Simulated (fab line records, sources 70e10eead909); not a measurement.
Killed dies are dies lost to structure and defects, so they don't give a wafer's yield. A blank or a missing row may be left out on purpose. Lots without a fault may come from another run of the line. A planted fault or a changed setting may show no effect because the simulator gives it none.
Which tool did it? | flow nand_harc | 12 lots, 36 wafers sampled, at 7 steps of a route of 1302

WHAT THE GAUGES READ, wafer by wafer
NHARC_P_M1_THK_MEAS_24: measures by xrf.
lot  | measured     | on            | thk_nm (nm)
L686 | day 7 01:34  | film_metro-01 | 156.0 158.1 157.7
L689 | day 8 09:44  | film_metro-02 | 155.3 157.1 157.9
L691 | day 9 09:40  | film_metro-02 | 158.8 156.6 156.4
L696 | day 11 11:34 | film_metro-02 | 159.2 158.3 155.9
L699 | day 12 18:48 | film_metro-02 | 30.3 29.9 29.1 30.1 31.0 29.1
L700 | day 13 05:02 | film_metro-02 | 29.9 30.9 29.8 26.8 30.4 31.0
L701 | day 13 10:39 | film_metro-01 | 30.2 31.6 30.5 29.6 29.6 30.9
L702 | day 14 06:03 | film_metro-01 | 157.7 159.0 157.6
L703 | day 14 13:12 | film_metro-01 | 158.3 155.5 157.9
L704 | day 14 19:08 | film_metro-02 | 156.0 156.8 155.7
L706 | day 15 13:16 | film_metro-02 | 157.8 160.1 156.3
L707 | day 16 00:37 | film_metro-01 | 157.0 158.5 157.2

NHARC_END_SORT_01.
lot  | measured     | on        | defect_limited_yield (%) | killed_at_array | killed_at_other | killed_at_periphery | killed_dies | killed_open | killed_short | sort_bin_2_pct (%) | sort_bin_3_pct (%) | sort_bin_4_pct (%) | sort_n_pass | sort_rim_yield_pct (%) | sort_yield_pct (%)
L689 | day 26 10:11 | prober-02 | 89.5 91.0 90.8           | 63 53 57        | 0 0 0           | 8 8 5               | 71 61 62    | 3 0 2       | 2 5 2        | 2.8 2.5 3.5        | 0.9 0.4 0.7        | 6.8 6.1 4.9        | 606 616 615 | 93 90 90               | 89.5 91.0 90.8
L691 | day 27 11:49 | prober-02 | 88.2 86.9 88.3           | 78 88 74        | 0 0 0           | 2 1 5               | 80 89 79    | 3 3 5       | 1 2 5        | 4.9 4.6 3.7        | 1.6 1.8 1.6        | 5.3 6.8 6.4        | 597 588 598 | 88 89 91               | 88.2 86.9 88.3
L703 | day 32 09:21 | prober-01 | 92.0 93.6 93.6           | 51 39 36        | 1 1 1           | 2 3 6               | 54 43 43    | 5 5 2       | 8 1 3        | 1.5 2.2 1.9        | 0.6 0.4 0          | 5.9 3.7 4.4        | 623 634 634 | 91 92 99               | 92.0 93.6 93.6

WHICH TOOL RAN EACH LOT (tool, then ch and the chambers of the sampled wafers, then the start)
lot  | NHARC_P_M0_PRE_CLEAN_31         | NHARC_P_M1_ETCH_35                 | NHARC_P_M1_ETCH_15                            | NHARC_P_M1_ECD_22              | NHARC_P_M1_CMP_23
L686 | pecvd-02 ch 0,1, day 6 21:36    | rie_diel-13 ch 1,2,3, day 6 23:10  | rie_diel-13 ch 0,2,3, day 7 00:35 or earlier  | ecd_cu-02 ch 0,1, day 7 00:35  | cmp-01 ch 0,2,3, day 7 01:15
L689 | pecvd-03 ch 0,1, day 8 05:49    | rie_diel-13 ch 0,2,3, day 8 07:24  | rie_diel-13 ch 0,1, day 8 08:41 or earlier    | ecd_cu-02 ch 0,1, day 8 08:41  | cmp-04 ch 0,1,2, day 8 09:28
L691 | pecvd-02 ch 0,1,2, day 9 05:54  | rie_diel-13 ch 1,2,3, day 9 07:20  | rie_diel-13 ch 0,1,2, day 9 08:41 or earlier  | ecd_cu-02 ch 0,1, day 9 08:41  | cmp-01 ch 0,1, day 9 09:23
L696 | pecvd-01 ch 0,1, day 11 07:33   | rie_diel-13 ch 1,3, day 11 09:08   | rie_diel-13 ch 1,3, day 11 10:33 or earlier   | ecd_cu-01 ch 0,1, day 11 10:33 | cmp-04 ch 0,3, day 11 11:15
L699 | pecvd-03 ch 0,1,2, day 12 14:54 | rie_diel-13 ch 0,3, day 12 16:24   | rie_diel-13 ch 0,2, day 12 17:44 or earlier   | ecd_cu-02 ch 0,1, day 12 17:44 | cmp-04 ch 1,2,3, day 12 18:29
L700 | pecvd-02 ch 0,1,2, day 13 01:06 | rie_diel-13 ch 0,2, day 13 02:40   | rie_diel-13 ch 0,1,2, day 13 04:01 or earlier | ecd_cu-02 ch 0,1, day 13 04:01 | cmp-04 ch 0,2, day 13 04:43
L701 | pecvd-03 ch 0,1,2, day 13 06:44 | rie_diel-04 ch 0,3, day 13 08:11   | rie_diel-04 ch 0,1,2, day 13 09:34 or earlier | ecd_cu-01 ch 0,1, day 13 09:34 | cmp-01 ch 0,1,3, day 13 10:22
L702 | pecvd-03 ch 0,1, day 14 01:57   | rie_diel-04 ch 1,3, day 14 03:37   | rie_diel-04 ch 0,1, day 14 05:01 or earlier   | ecd_cu-02 ch 0,1, day 14 05:01 | cmp-04 ch 0,2, day 14 05:46
L703 | pecvd-03 ch 0,2, day 14 09:15   | rie_diel-04 ch 0,2,3, day 14 10:52 | rie_diel-04 ch 1,2,3, day 14 12:10 or earlier | ecd_cu-02 ch 0,1, day 14 12:10 | cmp-03 ch 0,2,3, day 14 12:55
L704 | pecvd-03 ch 0,2, day 14 15:17   | rie_diel-13 ch 0,2,3, day 14 16:46 | rie_diel-13 ch 0,1, day 14 18:13 or earlier   | ecd_cu-01 ch 0,1, day 14 18:13 | cmp-01 ch 0,1, day 14 18:50
L706 | pecvd-01 ch 0,1, day 15 09:16   | rie_diel-04 ch 0,2,3, day 15 10:52 | rie_diel-04 ch 0,2,3, day 15 12:14 or earlier | ecd_cu-01 ch 1, day 15 12:14   | cmp-04 ch 0,1,3, day 15 12:56
L707 | pecvd-03 ch 0,1,2, day 15 20:43 | rie_diel-13 ch 0,2,3, day 15 22:11 | rie_diel-13 ch 0,2,3, day 15 23:40 or earlier | ecd_cu-02 ch 0,1, day 15 23:40 | cmp-04 ch 2,3, day 16 00:17
- NHARC_P_M0_PRE_CLEAN_31: time 12 s.
- NHARC_P_M1_ETCH_35: etches the open film in N2/H2, target depth 40 nm, overetch 12 nm, time 43.94 s.
- NHARC_P_M1_ETCH_15: etches the open film in C4F8/Ar, target depth 182.5 nm, time 91.2 s.
- NHARC_P_M1_ECD_22: material Cu, target thk 400 nm.
- NHARC_P_M1_CMP_23: polishes, t overpolish 20 s, target thk 157.82 nm.

WHAT THE TOOLS THEMSELVES READ (means of the sampled wafers that have a number; where no wafer has one, the mark that the record gives instead)
NHARC_P_M0_PRE_CLEAN_31.
lot  | tool     | heater_power_w (W)
L686 | pecvd-02 | 642
L689 | pecvd-03 | 664
L691 | pecvd-02 | 594
L696 | pecvd-01 | 671
L699 | pecvd-03 | 701
L700 | pecvd-02 | 627
L701 | pecvd-03 | 674
L702 | pecvd-03 | 682
L703 | pecvd-03 | 660
L704 | pecvd-03 | 720
L706 | pecvd-01 | 667
L707 | pecvd-03 | 674

NHARC_P_M1_ETCH_35.
lot  | tool        | drypump_motor_current_A (A) | oes_product_au (a.u.) | rf_vpp_V (V) | showerhead_plenum_p_Torr (Torr) | throttle_valve_pct (%)
L686 | rie_diel-13 | 5.76                        | 1.001                 | 429.8        | 2.02                            | 14.174
L689 | rie_diel-13 | 5.90                        | 1.005                 | 430.9        | 2.04                            | 14.172
L691 | rie_diel-13 | 5.74                        | 0.996                 | 429.3        | 2.02                            | 14.169
L696 | rie_diel-13 | 5.91                        | 1.006                 | 431.0        | 2.07                            | 14.174
L699 | rie_diel-13 | 6.06                        | 0.997                 | 431.8        | 2.08                            | 14.179
L700 | rie_diel-13 | 5.76                        | 1.004                 | 429.3        | 2.00                            | 14.172
L701 | rie_diel-04 | 5.72                        | 1.002                 | 429.9        | 2.02                            | 14.169
L702 | rie_diel-04 | 5.33                        | 1.002                 | 431.7        | 2.05                            | 14.172
L703 | rie_diel-04 | 5.63                        | 0.991                 | 431.4        | 2.05                            | 14.175
L704 | rie_diel-13 | 5.88                        | 1.001                 | 429.5        | 2.04                            | 14.182
L706 | rie_diel-04 | 5.64                        | 0.999                 | 431.2        | 2.05                            | 14.176
L707 | rie_diel-13 | 5.89                        | 1.009                 | 430.8        | 2.04                            | 14.178

NHARC_P_M1_ETCH_15.
lot  | tool        | oes_product_au (a.u.) | rf_vpp_V (V)
L686 | rie_diel-13 | 0.966                 | 441.1
L689 | rie_diel-13 | 0.962                 | 443.8
L691 | rie_diel-13 | 0.925                 | 441.8
L696 | rie_diel-13 | 0.935                 | 441.8
L699 | rie_diel-13 | 0.939                 | 442.1
L700 | rie_diel-13 | 0.975                 | 442.2
L701 | rie_diel-04 | 0.953                 | 440.0
L702 | rie_diel-04 | 0.974                 | 438.0
L703 | rie_diel-04 | 0.961                 | 440.9
L704 | rie_diel-13 | 0.960                 | 444.1
L706 | rie_diel-04 | 0.962                 | 441.0
L707 | rie_diel-13 | 0.957                 | 441.7

NHARC_P_M1_ECD_22.
lot  | tool      | bath_heat_duty_pct (%) | bath_temp_c (C)
L686 | ecd_cu-02 | 7.0                    | 24.86
L689 | ecd_cu-02 | 7.5                    | 25.08
L691 | ecd_cu-02 | 6.9                    | 25.03
L696 | ecd_cu-01 | 5.8                    | 25.08
L699 | ecd_cu-02 | -                      | -
L700 | ecd_cu-02 | -                      | -
L701 | ecd_cu-01 | -                      | -
L702 | ecd_cu-02 | 7.9                    | 25.00
L703 | ecd_cu-02 | 7.0                    | 25.03
L704 | ecd_cu-01 | 5.6                    | 25.13
L706 | ecd_cu-01 | 5.3                    | 24.95
L707 | ecd_cu-02 | 6.7                    | 25.03

NHARC_P_M1_CMP_23.
lot  | tool   | motor_current_A (A) | time_to_endpoint_s (s)
L686 | cmp-01 | 12.8                | 27.5
L689 | cmp-04 | 13.6                | 25.1
L691 | cmp-01 | 13.6                | 29.2
L696 | cmp-04 | 11.9                | 29.4
L699 | cmp-04 | 11.8                | 3.4
L700 | cmp-04 | 13.1                | 3.1
L701 | cmp-01 | 13.3                | 2.6
L702 | cmp-04 | 13.1                | 28.1
L703 | cmp-03 | 11.6                | 29.8
L704 | cmp-01 | 13.3                | 27.3
L706 | cmp-04 | 12.4                | 29.2
L707 | cmp-04 | 10.8                | 27.7

THE ANSWER, worked out from the rows above alone
Rule: what is usual is taken from the lots themselves. Put in order of their means at a reading, lots are off if they are a third of the lots or fewer, leave a main group of 4 or more, and stand apart from it by a gap of 3 or more times the standard deviation of the main group's means; of several such gaps the widest counts. A main group whose means are all the same, to the digits that the tables above print for the reading, isn't used. A lot without any number at a reading at which 4 lots or more have one is off too. The other lots that the step has rows for count as sound. The gauges are gone through in route order, then the tools' own readings, and for those a lot's mean is taken as printed above. The first step at which some lot is off is used, and at that step the reading that is off furthest; a lot without a number counts as furthest.
Off: L699, L700, L701, at NHARC_P_M1_THK_MEAS_24 (thk_nm). The main group: mean 157.4 nm, standard deviation 0.59.
A tool fits if, at a process step before that reading, it ran every lot that is off, and no sound lot after the first of them. The gauges at NHARC_P_M1_THK_MEAS_24 aren't tried: what is off there is off at NHARC_P_M1_ECD_22 too, on other tools, and a gauge's error can't cause that. NHARC_P_M1_ETCH_15 gives no start for some lots, so the hours and the order of its lots are those of NHARC_P_M1_ECD_22. None of those tried fits.

WHAT THE SIMULATOR HAD PUT IN
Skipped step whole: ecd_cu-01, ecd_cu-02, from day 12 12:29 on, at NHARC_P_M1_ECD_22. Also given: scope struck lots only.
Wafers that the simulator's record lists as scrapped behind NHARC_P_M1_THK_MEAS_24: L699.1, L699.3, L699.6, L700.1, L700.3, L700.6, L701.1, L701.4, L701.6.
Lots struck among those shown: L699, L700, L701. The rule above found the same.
